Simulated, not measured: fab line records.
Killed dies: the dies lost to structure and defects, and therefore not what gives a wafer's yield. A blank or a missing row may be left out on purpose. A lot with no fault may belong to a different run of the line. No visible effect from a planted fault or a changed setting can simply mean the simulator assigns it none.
Matching of chambers	flow n5Finfet	rieDiel-02 running N5_BEOL_M11_STRIP_19: 4 sister chambers
The step strips in O2. 30 wafers are shown with their chamber, then 12 later ones without.

## WAFERS PAIRED WITH THEIR CHAMBERS
wafer	chamber	drypumpMotorCurrentA (A)	throttleValvePct (%)	oesProductAu (a.u.)
L074.4	3	5.2	16.38	0.81
L074.5	0	5.4	16.74	0.90
L074.6	1	6.1	17.05	0.86
L075.1	0	5.5	16.75	0.91
L075.2	3	5.2	16.38	0.81
L075.3	1	6.1	17.02	0.87
L075.4	2	5.5	16.54	0.69
L075.5	3	5.2	16.36	0.80
L075.6	2	5.5	16.55	0.69
L076.3	0	5.5	16.76	0.90
L076.4	1	6.1	17.05	0.86
L076.6	2	5.5	16.58	0.70
L077.1	2	5.5	16.57	0.69
L077.2	0	5.5	16.75	0.90
L077.6	3	5.1	16.38	0.79
L080.2	2	5.5	16.57	0.69
L080.3	3	5.2	16.38	0.79
L080.5	0	5.5	16.77	0.89
L081.2	0	5.4	16.78	0.89
L081.3	3	5.2	16.40	0.80
L081.6	0	5.4	16.76	0.88
L083.1	0	5.5	16.76	0.87
L083.3	2	5.5	16.57	0.68
L083.4	1	6.1	17.09	0.84
L085.1	1	6.1	17.08	0.84
L085.2	2	5.5	16.61	0.68
L085.3	3	5.2	16.40	0.79
L085.4	0	5.5	16.80	0.87
L085.5	0	5.5	16.78	0.87
L085.6	1	6.1	17.08	0.84

SIGNATURES (averages over the wafers above)
reading	chamber 0	chamber 1	chamber 2	chamber 3	scatter within a chamber
drypumpMotorCurrentA	5.470	6.100	5.500	5.186	0.0337
throttleValvePct	16.7650	17.0617	16.5700	16.3829	0.0201
oesProductAu	0.8880	0.8517	0.6886	0.7986	0.0118
Rule: distance of a wafer from a chamber = root of the sum over the readings of ((wafer's reading minus chamber's mean) / reading's scatter) squared. If the next closest chamber is less than 2 further off than the closest, the wafer can't be placed; otherwise it belongs to the closest. The scatter is the square root of a quotient: the sum, over the shown wafers, of each reading's squared deviation from its chamber's mean, divided by wafers minus chambers.

## WAFERS WITH NO CHAMBER GIVEN
wafer	drypumpMotorCurrentA (A)	throttleValvePct (%)	oesProductAu (a.u.)
L091.3	6.1	17.11	0.83
L091.4	5.5	16.60	0.68
L091.5	5.5	16.78	0.87
L095.1	5.5	16.84	0.84
L095.2	6.1	17.12	0.81
L095.3	5.2	16.43	0.77
L095.4	5.5	16.83	0.84
L095.5	6.1	17.12	0.81
L095.6	5.1	16.44	0.76
L096.3	5.5	16.84	0.83
L096.4	6.1	17.11	0.82
L096.5	6.1	17.14	0.82

## WHICH CHAMBER EACH ONE RAN IN
wafer	from the rows above	in truth
L091.3	1	1
L091.4	2	2
L091.5	0	0
L095.1	0	0
L095.2	1	1
L095.3	3	3
L095.4	0	0
L095.5	1	1
L095.6	3	3
L096.3	0	0
L096.4	1	1
L096.5	1	1
Placed correctly: 12 of 12. Not placeable from these rows: 0. Placed wrongly: 0.
